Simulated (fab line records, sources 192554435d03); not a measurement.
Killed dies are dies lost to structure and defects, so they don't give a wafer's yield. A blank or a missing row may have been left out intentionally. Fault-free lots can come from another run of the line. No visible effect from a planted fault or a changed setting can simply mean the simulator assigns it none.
2 desks, one fault    flow n5 finfet    numbers are kept per desk, each desk with only its own; the story behind them comes last

## THE TOOL OWNER'S DESK: plasma asher-01
The tool's own readings at N5_STI_FIN_REVEAL_OXIDATION_33 (chemistry O2 PLASMA REMOTE, time 20 s): means of the sampled wafers that have a number, for each lot that ran on this tool. If a lot's mean is further than 4 standard deviations from the usual mean, the lot is out of limits and carries the mark OUT (the distance appears in the brackets).
Columns: A = drypump motor current A at N5_STI_FIN_REVEAL_OXIDATION_33, usual 5.8 A; B = heater power w at N5_STI_FIN_REVEAL_OXIDATION_33, usual 156 W; C = temp c at N5_STI_FIN_REVEAL_OXIDATION_33, usual 149.98 C; D = temp c max at N5_STI_FIN_REVEAL_OXIDATION_33, usual 150.8
lot   first seen here  A    B    C                 D
L679  day 3 14:46      6.0  148  149.93            150.7
L689  day 6 02:13      6.0  129  141.14 (-59) OUT  141.9 (-29) OUT
L687  day 6 04:17      5.9  129  141.22 (-58) OUT  142.0 (-28) OUT
L693  day 7 01:01      6.1  130  141.01 (-60) OUT  142.1 (-28) OUT
This desk's verdict: out of limits on L687, L689, L693, starting with L689 at day 6 02:13 (temp c at N5_STI_FIN_REVEAL_OXIDATION_33). L679: within limits.

## AT THE METROLOGY DESK
What the gauges read for every lot (on any tool): the sampled wafers with a number, averaged. If a lot's mean is further than 4 standard deviations from the usual mean, the lot is out of limits and carries the mark OUT (the distance appears in the brackets). Shown here are 7 of its 10 readings, the ones lying furthest out on some lot.
Columns: A = DIBL_N at N5_BEOL_M4_RC_MEAS_101, usual 35.8 mV/V; B = IOFF_P at N5_BEOL_M4_RC_MEAS_101, usual 0.20 nA/um; C = ION_N at N5_BEOL_M4_RC_MEAS_101, usual 668 uA/um; D = ION_P at N5_BEOL_M4_RC_MEAS_101, usual 459 uA/um; E = SS_N at N5_BEOL_M4_RC_MEAS_101, usual 71.4 mV/dec; F = VT_N at N5_BEOL_M4_RC_MEAS_101, usual 250 mV; G = VT_P at N5_BEOL_M4_RC_MEAS_101, usual -251 mV
lot   first seen here  A     B     C    D    E     F    G
L676  day 13 18:26     34.9  0.19  658  453  71.3  254  -252
L679  day 14 04:29     35.3  0.19  674  461  71.4  250  -252
L675  day 15 11:37     36.3  0.24  671  462  71.8  248  -247
L687  day 17 18:32     36.2  0.20  665  460  71.8  250  -253
L691  day 17 20:22     35.6  0.18  668  460  71.0  252  -253
L689  day 18 01:56     34.3  0.15  659  449  71.5  255  -259
L693  day 19 03:35     35.3  0.19  667  457  71.3  249  -251
This desk's finding: nothing out of limits on any of the 7 lots.

## BROUGHT TOGETHER
The tool owner's desk had the chance to raise an alarm at day 6 02:13 on L687, L689, L693.
At the metrology desk, nothing out of limits was observed.
The metrology desk has L687, L689, L693 on record, within its limits.
Of the lots named, all ran N5_STI_FIN_REVEAL_OXIDATION_33 on plasma asher-01.

## WHAT THE SIMULATOR HAD PUT IN
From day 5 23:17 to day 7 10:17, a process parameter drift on plasma asher-01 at N5_STI_FIN_REVEAL_OXIDATION_33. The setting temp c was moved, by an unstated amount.
Shown lots that were struck: L687, L689, L693.
How many hours passed from the start of the fault until each desk's first out-of-limits reading: the tool owner's desk, 3.
